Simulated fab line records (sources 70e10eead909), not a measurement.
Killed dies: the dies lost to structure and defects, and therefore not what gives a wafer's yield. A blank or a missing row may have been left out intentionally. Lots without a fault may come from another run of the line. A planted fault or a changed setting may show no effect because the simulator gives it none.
A lot that was struck, set against a sound lot ; flow nandHarc ; 11 steps out of a route of 1302
Sound: these wafers, L498.1, L498.4, L498.6. Struck: wafer L514.3. (L514.1 of the same lot was not struck and is left out.) The cause comes at the end.
For every step that has rows: the tool of each side, followed by ch and its chambers, followed by its first start. Under that, the readings that differ: sound wafers ; struck wafers ; difference of the means ; sigmas: that difference in standard deviations of wafers without a fault.
alike: readings with means less than 2 such deviations apart, plus words and numbers identical on both sides. not compared: withheld readings, readings lacking a value on some wafer, bounds such as >300 that could conceal the same value, and numbers that have no deviation in the record and whose values overlap.
A row with sigmas, a row that says differs or no value, or rows on one side alone: a step with any of these is where the two part. Numbers that have no deviation but don't overlap get no sigmas and don't part them. A reading missing from all wafers of one side parts the sides only when that side holds two or more wafers.

NHARC_P_START_INSPECT_01:
  sound on defectInspect-02 at day 2 06:02; struck on defectInspect-01 at day 8 22:02
  alike: rawDefectCount
then, 7 steps without rows for these wafers: NHARC_P_ZERO_WELL_PRECLEAN_00 (cleans in SPM, time 600 s); NHARC_P_ZERO_WELL_SRD_01; NHARC_P_ZERO_WELL_PECVD_02 (deposits SiO2, target thk 10 nm); NHARC_P_ZERO_WELL_DEHYDRATE_03 (time 120 s); NHARC_P_ZERO_WELL_HMDS_04 (time 30 s); NHARC_P_ZERO_WELL_COAT_64 (time 65 s); NHARC_P_ZERO_WELL_COAT_05 (resist thk 600 nm).
NHARC_P_ZERO_WELL_SOFTBAKE_06: time 70 s.
  sound on lithoTrack-02 ch 0, day 2 06:00; struck on lithoTrack-02 ch 0, day 8 22:00
reading;sound;struck;difference;sigmas
heaterPowerTotalW (W);201.5 199.9 199.1;223.0;+22.8;+18
following that, these wafers have no rows for 1 step: NHARC_P_ZERO_WELL_EBR_07.
NHARC_END_SORT_01:
  the record has rows for the sound wafers here (prober-02 ch 0, day 25 03:43) and none for the struck ones

WHERE THEY PART
Earliest at NHARC_P_ZERO_WELL_SOFTBAKE_06; latest, in this record, at NHARC_END_SORT_01.

WHY: what had been put in by the simulator
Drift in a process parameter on lithoTrack-02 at NHARC_P_ZERO_WELL_SOFTBAKE_06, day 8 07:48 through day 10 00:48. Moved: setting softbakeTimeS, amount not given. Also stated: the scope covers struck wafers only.
